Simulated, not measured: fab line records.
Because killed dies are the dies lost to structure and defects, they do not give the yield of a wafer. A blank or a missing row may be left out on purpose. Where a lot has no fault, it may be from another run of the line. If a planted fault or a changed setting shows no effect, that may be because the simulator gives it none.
Chamber matching :: flow n5Finfet :: aldSin-04 running N5_MOL_CONTACT_COAG_ALD_133: 4 sister chambers
The step deposits SiO2, target thk 5 nm, pulse time 1 s, co reactant pulse time 1 s. 7 wafers are shown with their chamber, then 7 later ones without.

== WAFERS WITH THEIR CHAMBER ==
wafer: L080.2
chamber: 3
heaterPowerW (W): 70
precursorPulseHeightRel: 0.994

wafer: L083.5
chamber: 1
heaterPowerW (W): 79
precursorPulseHeightRel: 0.996

wafer: L084.3
chamber: 2
heaterPowerW (W): 93
precursorPulseHeightRel: 1.005

wafer: L084.4
chamber: 0
heaterPowerW (W): 72
precursorPulseHeightRel: 1.008

wafer: L084.6
chamber: 1
heaterPowerW (W): 76
precursorPulseHeightRel: 1.015

wafer: L086.2
chamber: 2
heaterPowerW (W): 94
precursorPulseHeightRel: 1.002

wafer: L086.3
chamber: 0
heaterPowerW (W): 71
precursorPulseHeightRel: 1.031

== WAFERS WITHOUT THEIR CHAMBER ==
wafer: L086.5
heaterPowerW (W): 70
precursorPulseHeightRel: 0.974

wafer: L088.1
heaterPowerW (W): 73
precursorPulseHeightRel: 1.020

wafer: L088.3
heaterPowerW (W): 93
precursorPulseHeightRel: 1.004

wafer: L088.5
heaterPowerW (W): 73
precursorPulseHeightRel: 0.994

wafer: L093.2
heaterPowerW (W): 73
precursorPulseHeightRel: 0.993

wafer: L093.4
heaterPowerW (W): 77
precursorPulseHeightRel: 0.971

wafer: L093.5
heaterPowerW (W): 93
precursorPulseHeightRel: 0.986

== CHAMBER TAKEN BY EACH ==
wafer: L086.5
from the rows above: 3
in truth: 3

wafer: L088.1
from the rows above: can't be placed: 0 or 3
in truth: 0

wafer: L088.3
from the rows above: 2
in truth: 2

wafer: L088.5
from the rows above: can't be placed: 3 or 0 or 1
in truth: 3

wafer: L093.2
from the rows above: can't be placed: 3 or 0 or 1
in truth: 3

wafer: L093.4
from the rows above: 1
in truth: 1

wafer: L093.5
from the rows above: 2
in truth: 2
4 of 7 placed correctly. These rows do not allow placing 3 (true chamber among the candidates in 3). Wrongly placed: 0.
How it was worked out, from the rows above alone: a wafer's distance from a chamber is the root of the sum, over the readings, of the square of ((its reading less the chamber's mean) divided by the reading's scatter). The wafer belongs to the nearest chamber; if the next one is less than 2 further off, it can't be placed. Each chamber's mean is taken over the wafers shown for it. The scatter: the root of (the sum of the squares of (reading less its chamber's mean) over the shown wafers, divided by (wafers less chambers)).
